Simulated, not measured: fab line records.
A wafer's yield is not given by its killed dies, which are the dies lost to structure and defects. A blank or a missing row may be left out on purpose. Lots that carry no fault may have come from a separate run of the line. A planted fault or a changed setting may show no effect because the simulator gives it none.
Matching of chambers | flow n5_finfet | N5_BEOL_M10_CURE_71 on uv_cure-01: 3 sister chambers
The step cures SiCOH lowk, time 240 s. 14 wafers are shown with their chamber, then 7 later ones without.

== WAFERS WITH THEIR CHAMBER ==
wafer  | chamber | lamp_power_pct (%) | wafer_temp_C_max
L075.2 | 1       | 52.43              | 387.0
L075.4 | 1       | 52.37              | 386.1
L075.6 | 1       | 52.37              | 386.4
L078.1 | 2       | 52.29              | 386.1
L078.2 | 2       | 52.29              | 386.1
L078.5 | 2       | 52.28              | 386.1
L080.4 | 0       | 52.34              | 387.1
L080.5 | 0       | 52.30              | 386.4
L080.6 | 0       | 52.21              | 386.6
L090.1 | 2       | 52.31              | 386.8
L090.4 | 2       | 52.29              | 386.8
L090.5 | 2       | 52.24              | 386.4
L093.2 | 1       | 52.30              | 386.0
L093.5 | 1       | 52.29              | 386.7

SIGNATURES, as means of the wafers listed above
reading          | chamber 0 | chamber 1 | chamber 2 | scatter within a chamber
lamp_power_pct   | 52.2833   | 52.3520   | 52.2833   | 0.0476
wafer_temp_C_max | 386.700   | 386.440   | 386.383   | 0.374
Rule: a wafer lies at a distance from a chamber equal to the root of the sum of squares, over the readings, of (its reading less the chamber's mean, divided by the reading's scatter). The wafer belongs to the nearest chamber; if the next one is less than 2 further off, it can't be placed. How the scatter is found: for the shown wafers, subtract from each reading the mean of its chamber, square and add these, divide the total by (wafers less chambers), then take the root.

== WAFERS WHOSE CHAMBER IS MISSING ==
wafer  | lamp_power_pct (%) | wafer_temp_C_max
L093.6 | 52.29              | 386.2
L095.3 | 52.41              | 386.7
L095.5 | 52.23              | 387.3
L095.6 | 52.26              | 387.2
L097.2 | 52.34              | 386.6
L097.4 | 52.33              | 386.7
L097.5 | 52.29              | 386.9

== EACH ONE'S CHAMBER ==
wafer  | from the rows above          | in truth
L093.6 | can't be placed: 2 or 0 or 1 | 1
L095.3 | can't be placed: 1 or 0 or 2 | 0
L095.5 | can't be placed: 0 or 2 or 1 | 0
L095.6 | can't be placed: 0 or 2 or 1 | 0
L097.2 | can't be placed: 1 or 0 or 2 | 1
L097.4 | can't be placed: 1 or 0 or 2 | 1
L097.5 | can't be placed: 0 or 2 or 1 | 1
Correct placement for 0 of the 7. Unplaceable from these rows: 7, with the true chamber sitting among the candidates in 7. Number placed wrongly: 0.
